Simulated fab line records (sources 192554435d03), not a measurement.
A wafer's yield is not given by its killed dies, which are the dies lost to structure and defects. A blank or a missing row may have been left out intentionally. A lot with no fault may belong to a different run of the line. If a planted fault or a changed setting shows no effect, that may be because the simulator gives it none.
fab line records -- flow n5Finfet
record: lots: 6, wafers: 16, lastDay: 17
route steps=1938 shown MOL_CONTACT_COAG@567 PASSIVATION@1936
lots untouched by any fault: they come from a run of this same line in which no faults occurred
startH: hours from the record's opening day to when the first of the lot's shown wafers began -- waitH: hours from the lot's prior step to this one -- " identical to the entry in the row above -- L1.1+2: one row covering several wafers at once -- - value missing, or start not given -- * or withheld: withheld -- < > ~ a bound
route shown NAME@n: NAME is a module with steps in the file, n the number in the route of the first one -- usual: mean and standard deviation over wafers with no fault -- same: alike in all rows -- chamber/n: place in a boat -- sites: per-site readings -- _std_site: the values' standard deviation -- _edge_site: inner sites' mean taken away from outer sites' mean -- radiusMm: how far each site lies from the wafer's centre -- mask NAME#n: copy n -- behind: the most recent tool/chamber to have shaped the wafer -- hold: cause of the lot's hold/its duration in hours/its outcome -- device: names the non-switching transistor (n, p or np) -- end of line: the route-end tests of the same wafers -- a step with no rows: only its recipe -- killed: dies that structure and defects cost at the first sort, which is not the same as the wafer's yield -- map: a wafer's dies, marking killed ones x, the rest . and places with no die _
set.NAME: the setting that was run; set.NAME@STEP: the one run at that earlier step -- model.NAME: the simulator's own value behind a step, which no gauge read
lots at some steps of the route; a table a step, a row a wafer
services: from which hour (startH, from the record's first day; less than 0 if before it) a tool's chamber was out of use, for how many hours, and why
== steps ==
step: N5_MOL_CONTACT_COAG_COAT_78
recipe: resist: CAR-EUV, spinRpm: 1500, resistThkNm: 40
step: N5_MOL_CONTACT_COAG_EBR_80
recipe: solvent: PGMEA, ebrWidthMm: 1.5
step: N5_MOL_CONTACT_COAG_SOFTBAKE_79
recipe: tempC: 110, timeS: 60, resist: CAR-EUV
step: N5_MOL_CONTACT_COAG_EXPOSE_81
recipe: maskId: VG, na: 0.33, sourceShape: annular, sigmaInner: 0.3, sigmaOuter: 0.7, polarization: unpolarized, defocusNm: 0, doseMj: 59.5
step: N5_MOL_CONTACT_COAG_PEB_82
recipe: pebTempC: 100, pebTimeS: 60, resist: CAR-EUV
step: N5_MOL_CONTACT_COAG_DEVELOP_83
recipe: developTimeS: 30, developer: TMAH, resist: CAR-EUV, rinseLiquid: surfactantRinse, dry: airSpin, devTempC: 23
step: N5_MOL_CONTACT_COAG_CD_MEAS_84
recipe: targetCdNm: 25.1, landingEnergyEv: 500, detector: seInlens, polarity: opening
usual: cdNm: 25.19/0.25
lot.wafer,tool,chamber,startH,waitH,cdNm
L167.1,cdSem-02,0,116.63,-,25.30
L167.4,cdSem-02,0,116.63,-,25.45
L167.5,cdSem-02,0,116.63,-,25.19
L178.3,cdSem-02,0,180.45,-,25.41
L178.4,cdSem-02,0,180.45,-,25.19
L178.5,cdSem-02,0,180.45,-,25.47
L183.2,cdSem-03,0,212.61,-,25.52
L183.5,cdSem-03,0,212.61,-,25.31
L183.6,cdSem-03,0,212.61,-,25.51
L184.4,cdSem-03,0,221.99,-,25.18
L185.1,cdSem-01,0,230.63,-,25.41
L185.4,cdSem-01,0,230.63,-,24.99
L185.6,cdSem-01,0,230.63,-,25.40
L187.1,cdSem-01,0,235.63,-,24.97
L187.4,cdSem-01,0,235.63,-,25.03
L187.5,cdSem-01,0,235.63,-,24.49
step: N5_MOL_CONTACT_COAG_OVL_MEAS_85
recipe: pointsPerWafer: 522
usual: VG_OVL: -0.2/0.68
same: pointsPerWafer: 522
lot.wafer,tool,chamber,startH,waitH,VG_OVL[nm]
L167.1,overlay-02,0,116.66,0.0,-0.7
L167.4,overlay-02,0,116.66,0.0,0.1
L167.5,overlay-02,0,116.66,0.0,-0.8
L178.3,overlay-02,0,180.49,0.0,0.8
L178.4,overlay-02,0,180.49,0.0,0.4
L178.5,overlay-02,0,180.49,0.0,0.7
L183.2,overlay-01,0,212.64,0.0,0.2
L183.5,overlay-01,0,212.64,0.0,-0.9
L183.6,overlay-01,0,212.64,0.0,0.6
L184.4,overlay-02,0,222.03,0.0,1.1
L185.1,overlay-01,0,230.66,0.0,0.7
L185.4,overlay-01,0,230.66,0.0,-0.2
L185.6,overlay-01,0,230.66,0.0,-0.2
L187.1,overlay-01,0,235.66,0.0,-0.2
L187.4,overlay-01,0,235.66,0.0,-0.6
L187.5,overlay-01,0,235.66,0.0,-0.7
step: N5_MOL_CONTACT_COAG_INSPECT_57
recipe: mode: adi, inspectInstrument: brightfield
usual: rawDefectCount: 205/56
lot.wafer,tool,chamber,startH,waitH,rawDefectCount
L167.1,defectInspect-02,-,116.72,0.1,182
L167.4,defectInspect-02,-,116.72,0.1,145
L167.5,defectInspect-02,-,116.72,0.1,255
L178.3,defectInspect-02,-,180.54,0.0,193
L178.4,defectInspect-02,-,180.54,0.0,155
L178.5,defectInspect-02,-,180.54,0.0,167
L183.2,defectInspect-01,-,212.69,0.0,218
L183.5,defectInspect-01,-,212.69,0.0,185
L183.6,defectInspect-01,-,212.69,0.0,179
L184.4,defectInspect-02,-,222.08,0.0,337
L185.1,defectInspect-01,-,230.72,0.1,143
L185.4,defectInspect-01,-,230.72,0.1,161
L185.6,defectInspect-01,-,230.72,0.1,118
L187.1,defectInspect-02,-,235.72,0.1,356
L187.4,defectInspect-02,-,235.72,0.1,277
L187.5,defectInspect-02,-,235.72,0.1,253
step: N5_MOL_CONTACT_COAG_DESCUM_88
recipe: chemistry: O2, timeS: 7, sourcePowerW: 50, biasPowerW: 20, pressureMtorr: 20, rfFrequencyHz: 2.712e+07, tempC: 40, resist: CAR-EUV, o2FlowSccm: 225
usual: drypumpMotorCurrentA: 5.6/0.38, oesProductAu: 0.80/0.08, rfVppV: 243.2/1.3, showerheadPlenumPTorr: 2.09/0.054, throttleValvePct: 20.41/0.27
lot.wafer,tool,chamber,startH,waitH,drypumpMotorCurrentA,oesProductAu,rfHoursCounterH,rfVppV,showerheadPlenumPTorr,throttleValvePct
L167.1,rieDiel-05,2,116.75,0.0,6.2,0.71,200,244.4,2.14,20.41
L167.4,rieDiel-05,0,116.75,0.0,5.5,0.85,47,245.2,2.22,20.10
L167.5,rieDiel-05,1,116.75,0.0,5.5,0.75,-,245.5,2.07,20.68
L178.3,rieDiel-01,0,180.76,0.2,5.1,0.84,72,241.6,2.05,20.23
L178.4,rieDiel-01,1,180.76,0.2,5.6,0.90,34,243.5,2.12,19.91
L178.5,rieDiel-01,1,180.76,0.2,5.6,0.90,-,245.1,2.12,19.90
L183.2,rieDiel-01,2,212.73,0.0,5.8,0.70,239,243.2,2.05,20.82
L183.5,rieDiel-01,2,212.73,0.0,5.7,0.70,-,242.4,2.05,20.81
L183.6,rieDiel-01,3,212.73,0.0,5.2,0.85,-,240.7,2.05,20.55
L184.4,rieDiel-03,3,222.12,0.0,5.6,0.82,-,244.0,2.19,20.39
L185.1,rieDiel-01,0,230.75,0.0,5.1,0.82,89,241.5,2.05,20.25
L185.4,rieDiel-01,3,230.75,0.0,5.2,0.84,70,240.5,2.05,20.56
L185.6,rieDiel-01,3,230.75,0.0,5.2,0.84,-,243.1,2.05,20.56
L187.1,rieDiel-05,2,235.75,0.0,6.2,0.68,245,243.4,2.13,20.47
L187.4,rieDiel-05,0,235.75,0.0,5.5,0.79,85,244.5,2.21,20.15
L187.5,rieDiel-05,0,235.75,0.0,5.5,0.80,-,245.7,2.21,20.14
step: N5_MOL_CONTACT_COAG_ETCH_89
recipe: chemistry: N2/H2, target: underlayer, targetDepthA: 130, maskMaterial: CAR-EUV, timeS: 10.4, ionEnergyEv: 200, pressureMtorr: 30, sourceW: 840, biasW: 150, n2FlowSccm: 200, h2FlowSccm: 200, ends: cleared
usual: drypumpMotorCurrentA: 5.6/0.38, etchRfOnTimeS: 10.30/0.28, oesProductAu: 0.68/0.07, rfVppV: 523.9/2.1, showerheadPlenumPTorr: 2.55/0.073, throttleValvePct: 17.9/0.34
lot.wafer,tool,chamber,startH,waitH,drypumpMotorCurrentA,etchRfOnTimeS,oesProductAu,rfHoursCounterH,rfVppV,showerheadPlenumPTorr,throttleValvePct
L167.1,rieDiel-05,2,116.79,0.0,6.2,10.81,0.60,200,524.9,2.64,18.1
L167.4,rieDiel-05,0,116.79,0.0,5.5,10.78,0.71,47,527.4,2.68,17.3
L167.5,rieDiel-05,1,116.79,0.0,5.5,10.31,0.65,-,524.8,2.52,18.1
L178.3,rieDiel-01,0,180.80,0.0,5.1,10.21,0.71,72,521.5,2.47,17.5
L178.4,rieDiel-01,1,180.80,0.0,5.6,9.78,0.78,34,524.5,2.59,17.5
L178.5,rieDiel-01,1,180.80,0.0,5.6,9.82,0.78,-,524.1,2.59,17.5
L183.2,rieDiel-01,2,212.76,0.0,5.8,10.43,0.59,239,523.2,2.52,18.5
L183.5,rieDiel-01,2,212.76,0.0,5.8,10.44,0.59,-,522.7,2.52,18.5
L183.6,rieDiel-01,3,212.76,0.0,5.2,10.31,0.71,-,521.6,2.47,17.8
L184.4,rieDiel-03,3,222.15,0.0,5.6,10.51,0.68,-,526.5,2.68,18.0
L185.1,rieDiel-01,0,230.79,0.0,5.1,10.11,0.69,89,522.7,2.46,17.5
L185.4,rieDiel-01,3,230.79,0.0,5.2,10.15,0.72,70,521.0,2.47,17.8
L185.6,rieDiel-01,3,230.79,0.0,5.2,10.16,0.71,-,521.7,2.47,17.8
L187.1,rieDiel-05,2,235.79,0.0,6.2,10.67,0.57,245,524.9,2.62,18.2
L187.4,rieDiel-05,0,235.79,0.0,5.5,10.57,0.67,85,528.0,2.67,17.4
L187.5,rieDiel-05,0,235.79,0.0,5.5,10.67,0.67,-,527.2,2.67,17.4
step: N5_MOL_CONTACT_COAG_ETCH_90
recipe: chemistry: CF4, target: SiARC, targetDepthA: 130, maskMaterial: CAR-EUV, timeS: 21.7, ionEnergyEv: 80, pressureMtorr: 40, sourceW: 545, biasW: 36, Ar_flow_sccm: 100, cf4FlowSccm: 100, ends: cleared
usual: cf4FlowSccm: 100.06/0.29, drypumpMotorCurrentA: 5.6/0.38, etchRfOnTimeS: 21.6/0.55, oesProductAu: 0.68/0.068, rfVppV: 184.1/1.1, showerheadPlenumPTorr: 2.14/0.053, throttleValvePct: 15.6/0.32
lot.wafer,tool,chamber,startH,waitH,cf4FlowSccm,drypumpMotorCurrentA,etchRfOnTimeS,oesProductAu,rfHoursCounterH,rfVppV,showerheadPlenumPTorr,throttleValvePct
L167.1,rieDiel-05,2,116.81,0.0,100.20,6.2,22.6,0.59,200,184.4,2.19,15.7
L167.4,rieDiel-05,0,116.81,0.0,100.13,5.5,22.4,0.71,47,185.3,2.24,15.1
L167.5,rieDiel-05,1,116.81,0.0,100.18,5.5,22.0,0.64,-,184.6,2.15,16.1
L178.3,rieDiel-01,0,180.82,0.0,100.01,5.1,21.1,0.71,72,184.6,2.09,15.3
L178.4,rieDiel-01,1,180.82,0.0,99.99,5.5,20.6,0.78,34,182.8,2.17,15.2
L178.5,rieDiel-01,1,180.82,0.0,99.81,5.6,20.8,0.77,-,184.9,2.17,15.2
L183.2,rieDiel-01,2,212.78,0.0,100.54,5.8,21.8,0.59,239,182.6,2.11,16.1
L183.5,rieDiel-01,2,212.78,0.0,100.45,5.8,22.0,0.58,-,182.5,2.11,16.1
L183.6,rieDiel-01,3,212.78,0.0,100.64,5.2,21.7,0.71,-,183.9,2.08,15.6
L184.4,rieDiel-03,3,222.19,0.0,99.91,5.6,21.7,0.69,-,184.9,2.24,15.6
L185.1,rieDiel-01,0,230.81,0.0,99.46,5.0,21.3,0.68,89,183.7,2.09,15.4
L185.4,rieDiel-01,3,230.81,0.0,99.82,5.2,21.5,0.70,70,183.6,2.08,15.6
L185.6,rieDiel-01,3,230.81,0.0,100.29,5.2,21.7,0.70,-,183.4,2.08,15.6
L187.1,rieDiel-05,2,235.81,0.0,100.79,6.2,22.4,0.57,245,183.5,2.18,15.8
L187.4,rieDiel-05,0,235.81,0.0,100.28,5.5,22.0,0.68,85,185.6,2.23,15.2
L187.5,rieDiel-05,0,235.81,0.0,100.02,5.5,22.2,0.67,-,186.3,2.23,15.2
step: N5_MOL_CONTACT_COAG_ALD_131
recipe: material: SiO2, targetThkA: 50, tempC: 100, aldPrecursorFamily: BDEAS, aldCoReactant: O2-plasma, pulseTimeS: 1, coReactantPulseTimeS: 1, purgeTimeS: 2, coReactantPurgeTimeS: 2, aldCycles: 35, pressureTorr: 2
usual: aldCycles: 35/0, chamberPressureTorr: 2.000/0.004, heaterPowerW: 83/11, precursorPulseHeightRel: 1.000/0.019
lot.wafer,tool,chamber,startH,waitH,aldCycles,chamberPressureTorr,heaterPowerW,precursorPulseHeightRel,model.SiO2_of_MOL_CONTACT_COAG_ALD_131.thkNm
L167.1,aldSin-04,1,116.89,0.1,35,2.007,100,0.998,5
L167.4,aldSin-04,2,116.89,0.1,35,1.998,64,1.025,5
L167.5,aldSin-04,1,116.89,0.1,35,2.006,99,0.979,5
L178.3,aldSin-02,3,180.90,0.1,35,1.997,100,0.988,5
L178.4,aldSin-02,0,180.90,0.1,35,2.000,79,0.983,5
L178.5,aldSin-02,3,180.90,0.1,35,1.999,100,0.999,5
L183.2,aldSin-04,3,212.95,0.1,35,2.000,84,0.983,5
L183.5,aldSin-04,0,212.95,0.1,20,2.000,80,0.979,2.8
L183.6,aldSin-04,1,212.95,0.1,35,2.005,102,0.997,5
L184.4,aldSin-04,0,222.24,0.0,20,2.001,81,1.000,2.8
L185.1,aldSin-02,0,230.90,0.1,35,1.993,84,1.020,5
L185.4,aldSin-02,3,230.90,0.1,35,2.001,98,0.981,5
L185.6,aldSin-02,0,230.90,0.1,35,1.997,81,1.009,5
L187.1,aldSin-02,0,235.89,0.1,35,2.004,82,1.008,5
L187.4,aldSin-02,2,235.89,0.1,35,1.996,85,1.034,5
L187.5,aldSin-02,2,235.89,0.1,35,2.004,86,0.986,5
step: N5_MOL_CONTACT_COAG_ETCHBACK_132
recipe: chemistry: CHF3, target: SiO2, targetDepthA: 100, timeS: 6.7, ionEnergyEv: 200, pressureMtorr: 30, sourceW: 610, biasW: 170, Ar_flow_sccm: 200, CHF3_flow_sccm: 50
usual: drypumpMotorCurrentA: 5.6/0.41, oesProductAu: 0.81/0.086, rfVppV: 529/7.4, showerheadPlenumPTorr: 2.38/0.07, throttleValvePct: 18.7/0.31
lot.wafer,tool,chamber,startH,waitH,drypumpMotorCurrentA,oesProductAu,rfHoursCounterH,rfVppV,showerheadPlenumPTorr,throttleValvePct
L167.1,rieDiel-05,2,117.07,0.1,6.2,0.70,200,525,2.45,18.8
L167.4,rieDiel-05,3,117.07,0.1,5.6,0.75,167,512,2.39,18.9
L167.5,rieDiel-05,0,117.07,0.1,5.5,0.84,-,533,2.50,18.2
L178.3,rieDiel-05,0,181.08,0.1,5.5,0.81,67,533,2.49,18.3
L178.4,rieDiel-05,2,181.08,0.1,6.2,0.68,226,526,2.44,18.9
L178.5,rieDiel-05,0,181.08,0.1,5.5,0.81,-,535,2.49,18.3
L183.2,rieDiel-01,3,213.13,0.1,5.2,0.83,63,535,2.32,18.8
L183.5,rieDiel-01,0,213.13,0.1,5.1,0.81,-,528,2.31,18.4
L183.6,rieDiel-01,3,213.13,0.1,5.2,0.84,-,536,2.32,18.8
L184.4,rieDiel-05,1,222.42,0.1,5.5,0.73,212,524,2.37,19.3
L185.1,rieDiel-03,0,231.07,0.1,5.5,1.00,2,527,2.54,18.2
L185.4,rieDiel-03,3,231.07,0.1,5.6,0.81,118,533,2.49,18.8
L185.6,rieDiel-03,1,231.07,0.1,6.7,0.89,-,540,2.31,18.5
L187.1,rieDiel-01,2,236.07,0.1,5.8,0.69,248,523,2.33,19.1
L187.4,rieDiel-01,1,236.07,0.1,5.6,0.89,52,523,2.41,18.3
L187.5,rieDiel-01,1,236.07,0.1,5.6,0.88,-,523,2.41,18.3
step: N5_PASSIVATION_PROBE_49
usual: killed_at_M0_to_M3: 32/9.7, killed_at_M4_up: 14/5.3, killedAtContacts: 11/6, killedAtFrontEnd: 39/14, killedAtOther: 3.3/2.7, killedDies: 100/17, killedOpen: 66/13, killedShort: 32/7.4
same: grossDies: 1180, killedAtBackSide: 0
lot.wafer,tool,chamber,startH,waitH,killed_at_M0_to_M3,killed_at_M4_up,killedAtContacts,killedAtFrontEnd,killedAtOther,killedDies,killedOpen,killedShort
L183.5,prober-02,-,377.65,0.2,31,8,1102,36,1,1178,67,29
killed by level:class
L183.5 MOL_CONTACT_COAG:areaAld=1082 MOL_CONTACT_COAG:geometricParticle:open=17 STI_FIN_REVEAL:geometricParticle:open=14 FIN_SAQP:geometricParticle:short=9 FIN_SAQP:geometricParticle:open=8 BEOL_M1:geometricParticle:short=7 BEOL_M2:geometricParticle:open=7 BEOL_M1:geometricParticle:open=5
== services ==
tool,chamber,startH,hours,kind
rieDiel-01,1,94.09,2.9,repair
rieDiel-05,0,122.16,10.0,repair
rieDiel-03,-,128.90,15.6,pm
rieDiel-03,0,168.28,7.7,repair
rieDiel-01,-,178.16,0.7,repair
rieDiel-03,0,190.42,-,clean
rieDiel-03,0,190.42,-,consumableReplace:esc
rieDiel-03,0,190.42,-,consumableReplace:focusRing
rieDiel-03,0,190.42,-,consumableReplace:showerhead
rieDiel-05,1,213.01,3.8,repair
== key ==
firstSign: step: N5_MOL_CONTACT_COAG_ALD_131, reading: aldCycles, direction: down, sigmas: 99+, usual: *, struck: *
effect: step: N5_PASSIVATION_PROBE_49, reading: killedAtContacts, direction: up, sigmas: 99+, usual: 11, struck: 1102
modelEffect: step: N5_MOL_CONTACT_COAG_ALD_131, value: SiO2_of_MOL_CONTACT_COAG_ALD_131.thkNm, without: 5, struck: 2.8
moreKillsBornAt: N5_MOL_CONTACT_COAG_ALD_131@aldSin-04: 1082
metAt N5_MOL_CONTACT_COAG_ALD_131
struckWafers L183.5,L184.4
rowsEnd L184.4
laterRowsLeftOut L183.5
testerLeftOut L183
fault: kind: processParameterDrift, tool: aldSin-04, chamber: 0, onsetH: 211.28, steps: N5_MOL_CONTACT_COAG_ALD_131, channel: aldCycles, offset: *, shape: step, actsIn: *, stated: *
testerLeftOut: of these lots the tester's yield and bins aren't shown, on N5 and GAA mostly nor the transistor test; their killed dies are dies lost to structure and defects alone, not to doping, threshold or leakage, so they don't give the yield
laterRowsLeftOut: the simulator's readings of these wafers behind a module that went badly wrong aren't trusted and aren't shown, but for the sort
rowsEnd: these wafers met a further fault down the route, and their rows from its step on are left out
